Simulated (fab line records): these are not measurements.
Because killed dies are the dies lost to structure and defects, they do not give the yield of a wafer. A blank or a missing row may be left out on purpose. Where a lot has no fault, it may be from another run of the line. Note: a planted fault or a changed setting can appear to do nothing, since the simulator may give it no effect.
Split-lot experiment -- flow n5_finfet -- 21 wafers read from 7 lots, route of 1938 steps

## ABOUT THE SPLIT
At N5_BEOL_M8_TRENCH_ETCH_37 (etches SiCOH lowk in C4F6/O2, target depth 93.478 nm, time 31.2 s), the setting bias_w was moved away from the recipe's 185 W on 5 of the 21 wafers read, by -16.5% to +12.9%. The other wafers ran this setting at the recipe's value.

The split's own step is where the reading is taken.

## THE READING
rf_vpp_V, in V, at N5_BEOL_M8_TRENCH_ETCH_37 (etches SiCOH lowk in C4F6/O2, target depth 93.478 nm, time 31.2 s). A value of 664 V with a standard deviation of 12 V is what fault-free wafers of this fab line usually give.

wafer,"tool, chamber at the split","bias_w as run, W",against the recipe,"rf_vpp_V, V",against lot-mates on the recipe
L075.1,"rie_diel-05, 2",208.9,+12.9%,731,+66
L075.3,"rie_diel-05, 0",208.9,+12.9%,728,+63
L075.6,"rie_diel-05, 2",185,recipe,665,-
L076.4,"rie_diel-03, 0",185,recipe,680,-
L076.5,"rie_diel-03, 0",185,recipe,680,-
L076.6,"rie_diel-03, 3",185,recipe,652,-
L078.2,"rie_diel-05, 1",185,recipe,662,-
L078.3,"rie_diel-05, 2",185,recipe,666,-
L078.5,"rie_diel-05, 3",185,recipe,663,-
L082.1,"rie_diel-01, 3",185,recipe,655,-
L082.3,"rie_diel-01, 1",185,recipe,681,-
L082.4,"rie_diel-01, 2",185,recipe,674,-
L083.2,"rie_diel-01, 1",173.7,-6.1%,647,-20
L083.4,"rie_diel-01, 2",185,recipe,675,-
L083.6,"rie_diel-01, 0",185,recipe,660,-
L087.3,"rie_diel-03, 2",154.4,-16.5%,559,-92
L087.5,"rie_diel-03, 3",185,recipe,651,-
L087.6,"rie_diel-03, 2",154.4,-16.5%,558,-93
L089.2,"rie_diel-05, 2",185,recipe,664,-
L089.3,"rie_diel-05, 1",185,recipe,661,-
L089.6,"rie_diel-05, 1",185,recipe,662,-

THE FIT
A straight line over all 21 wafers: rf_vpp_V changes by +5.76 V for each +1% of bias_w; r = +0.97; the points scatter about the line by 11 V.
The same after taking each lot's own level away (the mean of its wafers on the recipe; 21 wafers): +5.28 V for each +1%; r = +0.98; scatter 8.1 V.
According to that fit, moving bias_w by its largest amount changes the reading by 87 V.
Across the lots, their own levels run from 651.0 to 670.7 V, a range of 1.6 times the standard deviation given above.
The two slopes agree, so the slope changes little with the lot-to-lot level.
Check: for one of the wafers moved furthest among these (-16.5%), held out of the fit, the line's prediction against its lot-mates is -85.5 V. It came out at -92 V against them.
Tool readings at the split's step, against how far the setting was moved: rf_vpp_V r = +0.97.

## THESE WAFERS: OTHER SPLITS
Note: prior to the reading, these wafers also went through further splits. Each is held against what the fit with the lots' levels taken away leaves over:
other split on the same wafers,wafers away from the commonest value,r with rf_vpp_V (lot level and that fit taken away)
N5_BEOL_M5_ILD_DEP_00 time_s,7,+0.05
N5_BEOL_M5_ETCH_41 source_w,5,-0.21
N5_BEOL_M6_ETCH_66 source_w,10,+0.02
N5_BEOL_M6_TRENCH_ETCH_37 source_w,4,-0.34
N5_BEOL_M7_DESCUM_33 time_s,7,+0.06
N5_BEOL_M8_VIA_ETCH_34 bias_w,7,+0.12

## THE FILE'S OWN FIT
rf_vpp_V changes by +5.23 V for each +1% of bias_w, r = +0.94.
